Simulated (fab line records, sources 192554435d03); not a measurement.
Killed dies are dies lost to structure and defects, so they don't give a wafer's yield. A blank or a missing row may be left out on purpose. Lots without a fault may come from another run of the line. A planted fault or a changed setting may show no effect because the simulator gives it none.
Which tool did it? | flow n5_finfet | 11 lots, 28 wafers sampled, at 5 steps of a route of 1938

WHAT THE GAUGES READ, wafer by wafer
N5_HKMG_FIN_INSPECT_14: inspects for defects (macro).
lot  | measured    | on                | raw_defect_count
L640 | day 4 03:23 | defect_inspect-01 | 1 0
L641 | day 4 13:41 | defect_inspect-02 | 3 1 4
L642 | day 4 17:11 | defect_inspect-01 | 3 2
L647 | day 5 21:46 | defect_inspect-02 | 1 3 2
L648 | day 6 06:54 | defect_inspect-02 | 0 0 2
L650 | day 6 16:08 | defect_inspect-01 | 1 9 1
L652 | day 7 04:38 | defect_inspect-01 | 3 1
L654 | day 7 16:20 | defect_inspect-01 | 1 2 1
L660 | day 9 01:20 | defect_inspect-02 | 1 4
L661 | day 9 07:57 | defect_inspect-01 | 3 3
L662 | day 9 19:31 | defect_inspect-01 | 1 4 1

N5_BEOL_M4_RC_MEAS_101.
lot  | measured     | on        | DIBL_N (mV/V)  | DIBL_P (mV/V)  | IOFF_N (nA/um) | IOFF_P (nA/um) | ION_N (uA/um) | ION_P (uA/um) | SS_N (mV/dec)  | SS_P (mV/dec)  | VT_N (mV)   | VT_P (mV)
L640 | day 7 18:09  | prober-01 | 35.5 33.2      | 36.4 33.5      | 0.16 0.11      | 0.26 0.20      | 669 649       | 475 462       | 72.2 71.1      | 73.6 72.7      | 251 257     | -243.3 -247.6
L641 | day 8 10:25  | prober-02 | 38.3 35.3 35.2 | 39.1 35.5 36.0 | 0.24 0.16 0.16 | 0.29 0.22 0.23 | 711 670 671   | 482 465 465   | 71.9 71.7 71.8 | 73.6 71.8 72.8 | 241 249 245 | -245.8 -248.4 -249.0
L642 | day 8 23:31  | prober-01 | 35.7 37.6      | 35.4 37.8      | 0.14 0.18      | 0.17 0.22      | 675 674       | 457 460       | 70.6 72.1      | 73.0 74.7      | 254 249     | -255.2 -249.7
L647 | day 9 07:47  | prober-02 | 32.3 34.5 37.8 | 30.4 33.9 38.5 | 0.09 0.12 0.19 | 0.14 0.18 0.25 | 653 666 679   | 459 465 466   | 70.1 71.4 71.9 | 71.2 73.0 73.8 | 257 251 245 | -253.7 -250.1 -248.5
L648 | day 10 17:14 | prober-02 | 38.9 35.9 36.7 | 40.1 37.6 38.4 | 0.20 0.15 0.16 | 0.21 0.18 0.19 | 675 673 670   | 456 453 452   | 72.3 71.5 72.0 | 73.5 72.7 72.8 | 250 252 252 | -253.0 -254.6 -253.3
L650 | day 10 22:55 | prober-02 | 34.5 36.6 36.0 | 33.9 35.8 35.6 | 0.13 0.16 0.18 | 0.19 0.22 0.20 | 677 685 690   | 467 462 464   | 71.6 72.0 71.9 | 73.5 73.9 73.1 | 249 246 244 | -249.3 -250.9 -250.3
L652 | day 11 16:26 | prober-02 | 38.8 38.7      | 41.2 39.1      | 0.25 0.23      | 0.32 0.27      | 705 697       | 485 474       | 72.3 72.0      | 73.9 73.4      | 243 244     | -243.5 -249.4
L654 | day 12 04:50 | prober-01 | 38.4 33.5 37.6 | 37.4 33.7 38.1 | 0.20 0.13 0.20 | 0.24 0.19 0.26 | 668 669 702   | 460 463 478   | 72.1 70.5 71.5 | 74.1 73.0 74.3 | 250 251 245 | -247.2 -248.7 -247.0
L660 | day 14 06:56 | prober-02 | 35.6 33.9      | 35.0 33.2      | 0.15 0.13      | 0.20 0.20      | 675 679       | 466 471       | 71.8 70.7      | 73.3 73.0      | 250 252     | -247.7 -248.3
L661 | day 13 18:13 | prober-02 | 38.5 35.2      | 39.9 34.9      | 0.21 0.15      | 0.22 0.16      | 685 671       | 455 451       | 72.0 70.6      | 74.3 72.9      | 248 252     | -252.6 -256.1
L662 | day 14 13:26 | prober-01 | 39.8 36.3 37.8 | 41.0 37.9 38.1 | 0.25 0.17 0.21 | 0.31 0.25 0.24 | 702 687 689   | 476 474 460   | 72.3 71.1 72.4 | 74.4 74.2 74.1 | 242 246 244 | -245.9 -244.9 -248.1

WHICH TOOL RAN EACH LOT (tool, then ch and the chambers of the sampled wafers, then the start)
lot  | N5_HKMG_FIN_ETCH_32               | N5_HKMG_FIN_STRIP_19                | N5_HKMG_FIN_ALD_71
L640 | rie_diel-05 ch 0,2, day 4 03:30   | plasma_asher-01 ch 1, day 4 04:08   | ald_metal-04 ch 2,3, day 4 05:28
L641 | rie_diel-05 ch 1,2,3, day 4 13:49 | plasma_asher-02 ch 0,1, day 4 14:19 | ald_metal-04 ch 0,1,2, day 4 15:47
L642 | rie_diel-04 ch 2,3, day 4 17:19   | plasma_asher-02 ch 0, day 4 17:49   | ald_metal-03 ch 0,1, day 4 19:17
L647 | rie_diel-04 ch 1,2, day 5 22:03   | plasma_asher-01 ch 0,1, day 5 22:34 | ald_metal-03 ch 1,2,3, day 6 00:04
L648 | rie_diel-04 ch 0,2, day 6 07:01   | plasma_asher-02 ch 0,1, day 6 07:38 | ald_metal-04 ch 0,3, day 6 08:59
L650 | rie_diel-06 ch 1,3, day 6 16:29   | plasma_asher-02 ch 1, day 6 17:00   | ald_metal-03 ch 1,2,3, day 6 18:28
L652 | rie_diel-04 ch 0,1, day 7 04:46   | plasma_asher-02 ch 0,1, day 7 05:18 | ald_metal-04 ch 1,3, day 7 06:45
L654 | rie_diel-06 ch 0,1,3, day 7 16:28 | plasma_asher-02 ch 0,1, day 7 16:58 | ald_metal-04 ch 0,1,3, day 7 18:25
L660 | rie_diel-04 ch 2, day 9 01:34     | plasma_asher-02 ch 0, day 9 02:13   | ald_metal-02 ch 1, day 9 03:54
L661 | rie_diel-06 ch 0,2, day 9 08:04   | plasma_asher-02 ch 1, day 9 08:35   | ald_metal-02 ch 0,2, day 9 10:05
L662 | rie_diel-04 ch 0,1,2, day 9 19:38 | plasma_asher-02 ch 0,1, day 9 20:16 | ald_metal-04 ch 0,1,2, day 9 21:38
- N5_HKMG_FIN_ETCH_32: etches SOC in N2/H2, target depth 240 nm, time 300 s.
- N5_HKMG_FIN_STRIP_19: strips in N2/H2, time 360 s.
- N5_HKMG_FIN_ALD_71: deposits TiN, target thk 1 nm, pulse time 1 s, purge time 3 s.

WHAT THE TOOLS THEMSELVES READ (means of the sampled wafers that have a number; where no wafer has one, the mark that the record gives instead)
N5_HKMG_FIN_ETCH_32.
lot  | tool        | drypump_motor_current_A (A) | oes_product_au (a.u.) | rf_vpp_V (V) | showerhead_plenum_p_Torr (Torr) | throttle_valve_pct (%)
L640 | rie_diel-05 | 5.6                         | 0.73                  | 525.3        | 2.62                            | 18.03
L641 | rie_diel-05 | 6.0                         | 0.84                  | 524.4        | 2.61                            | 17.84
L642 | rie_diel-04 | 5.7                         | 0.79                  | 526.0        | 2.59                            | 17.83
L647 | rie_diel-04 | 5.7                         | 0.79                  | 527.2        | 2.66                            | 17.87
L648 | rie_diel-04 | 5.5                         | 0.75                  | 526.3        | 2.62                            | 17.97
L650 | rie_diel-06 | 6.0                         | 0.86                  | 526.1        | 2.61                            | 17.56
L652 | rie_diel-04 | 5.3                         | 0.70                  | 526.0        | 2.62                            | 18.16
L654 | rie_diel-06 | 5.8                         | 0.76                  | 524.1        | 2.53                            | 17.68
L660 | rie_diel-04 | 5.8                         | 0.81                  | 526.4        | 2.66                            | 17.74
L661 | rie_diel-06 | 5.9                         | 0.80                  | 521.7        | 2.49                            | 17.62
L662 | rie_diel-04 | 5.5                         | 0.84                  | 525.7        | 2.62                            | 17.87

N5_HKMG_FIN_STRIP_19.
lot  | tool            | drypump_motor_current_A (A) | heater_power_w (W)
L640 | plasma_asher-01 | 6.5                         | 466
L641 | plasma_asher-02 | 5.7                         | 468
L642 | plasma_asher-02 | 5.8                         | 462
L647 | plasma_asher-01 | 6.0                         | 493
L648 | plasma_asher-02 | 5.5                         | 477
L650 | plasma_asher-02 | 5.5                         | 487
L652 | plasma_asher-02 | 5.6                         | 476
L654 | plasma_asher-02 | 5.6                         | 478
L660 | plasma_asher-02 | 5.8                         | 452
L661 | plasma_asher-02 | 5.4                         | 488
L662 | plasma_asher-02 | 5.6                         | 467

N5_HKMG_FIN_ALD_71.
lot  | tool         | heater_power_w (W) | precursor_pulse_height_rel
L640 | ald_metal-04 | 809                | 1.012
L641 | ald_metal-04 | 917                | 0.980
L642 | ald_metal-03 | 973                | 1.000
L647 | ald_metal-03 | 919                | 0.988
L648 | ald_metal-04 | 917                | 0.985
L650 | ald_metal-03 | 904                | 0.998
L652 | ald_metal-04 | 898                | 0.987
L654 | ald_metal-04 | 953                | 1.000
L660 | ald_metal-02 | 866                | 0.994
L661 | ald_metal-02 | 834                | 1.000
L662 | ald_metal-04 | 916                | 0.999

THE ANSWER, worked out from the rows above alone
Rule: what is usual is taken from the lots themselves. Put in order of their means at a reading, lots are off if they are a third of the lots or fewer, leave a main group of 4 or more, and stand apart from it by a gap of 3 or more times the standard deviation of the main group's means; of several such gaps the widest counts. A main group whose means are all the same, to the digits that the tables above print for the reading, isn't used. A lot without any number at a reading at which 4 lots or more have one is off too. The other lots that the step has rows for count as sound. The gauges are gone through in route order, then the tools' own readings, and for those a lot's mean is taken as printed above. The first step at which some lot is off is used, and at that step the reading that is off furthest; a lot without a number counts as furthest.
No lot is off at any reading shown: from this, nothing can be told.

WHAT THE SIMULATOR HAD PUT IN
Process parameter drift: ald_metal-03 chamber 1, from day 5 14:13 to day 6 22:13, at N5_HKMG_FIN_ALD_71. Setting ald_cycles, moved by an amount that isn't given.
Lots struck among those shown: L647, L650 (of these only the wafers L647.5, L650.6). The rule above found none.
